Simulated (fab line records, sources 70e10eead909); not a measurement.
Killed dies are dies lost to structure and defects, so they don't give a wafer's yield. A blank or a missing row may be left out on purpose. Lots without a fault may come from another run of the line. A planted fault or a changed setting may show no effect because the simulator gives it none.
A struck lot beside a sound one | flow nand_harc | 14 steps out of a route of 1302
Sound: wafers L867.4, L867.5, L867.6. Struck: wafers L875.2, L875.3, L875.6. The cause comes at the end.
At each step with rows: each side's tool, then ch and its chambers, then its first start. Under that, the readings that differ: sound wafers | struck wafers | difference of the means | sigmas: that difference in standard deviations of wafers without a fault.
alike: readings whose means differ by less than 2 such deviations, and words and numbers that are the same on both sides. not compared: withheld readings, readings that some wafer has no value for, bounds like >300 that may hide the same value, and numbers for which the record gives no deviation and whose values overlap.
The two part at a step that has a row with sigmas, a row that says differs or no value, or rows on one side only. Numbers that don't overlap but have no deviation are shown without sigmas and don't part them. A reading that every wafer of one side lacks parts them only if that side has two wafers or more.

NHARC_A_M0_INSPECT_27:
  sound on defect_inspect-01, day 24 22:52; struck on defect_inspect-01, day 28 13:08
  alike: raw_defect_count
NHARC_A_M0_PRE_CLEAN_31: time 12 s.
  sound on pecvd-02 ch 0,1,2, day 24 22:58; struck on pecvd-03 ch 0,1,2, day 28 13:11
  alike: heater_power_w
NHARC_A_M0_DEP_32: deposits SiCN, target thk 30 nm.
  sound on pecvd-02 ch 0,1,2, day 24 23:08; struck on pecvd-03 ch 0,1,2, day 28 13:16
  alike: heater_power_w, showerhead_vpp_V
then, 9 steps without rows for these wafers: NHARC_A_M1_DEP_00 (deposits SiOC, target thk 182.5 nm); NHARC_A_M1_DEHYDRATE_01 (time 120 s); NHARC_A_M1_HMDS_02 (time 30 s); NHARC_A_M1_COAT_34 (time 65 s); NHARC_A_M1_COAT_03 (resist thk 90 nm); NHARC_A_M1_SOFTBAKE_04 (time 55 s); NHARC_A_M1_EBR_05; NHARC_A_M1_EXPOSE_06 (exposes mask A M1, target cd 120 nm); NHARC_A_M1_PEB_07 (peb time 65 s).
NHARC_A_M1_DEVELOP_08: develop time 35 s.
  sound on litho_track-04 ch 0, day 25 00:00; struck on litho_track-04 ch 0, day 28 14:00
  reading              | sound             | struck            | difference | sigmas
  developer_temp_C (C) | 23.20 23.05 22.96 | 23.74 23.94 24.01 | +0.83      | +9
NHARC_A_M1_CD_MEAS_09: target cd 120 nm.
  sound on cd_sem-01 ch 0, day 25 00:16; struck on cd_sem-01 ch 0, day 28 14:32
  alike: cd_nm

WHERE THEY PART
Only at NHARC_A_M1_DEVELOP_08, within this record. Later steps at which nothing parts them and some readings are alike: NHARC_A_M1_CD_MEAS_09.

WHY: what the simulator had put in
Process parameter drift: litho_track-04, from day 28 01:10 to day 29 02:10, at NHARC_A_M1_DEVELOP_08. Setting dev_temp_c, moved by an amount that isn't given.
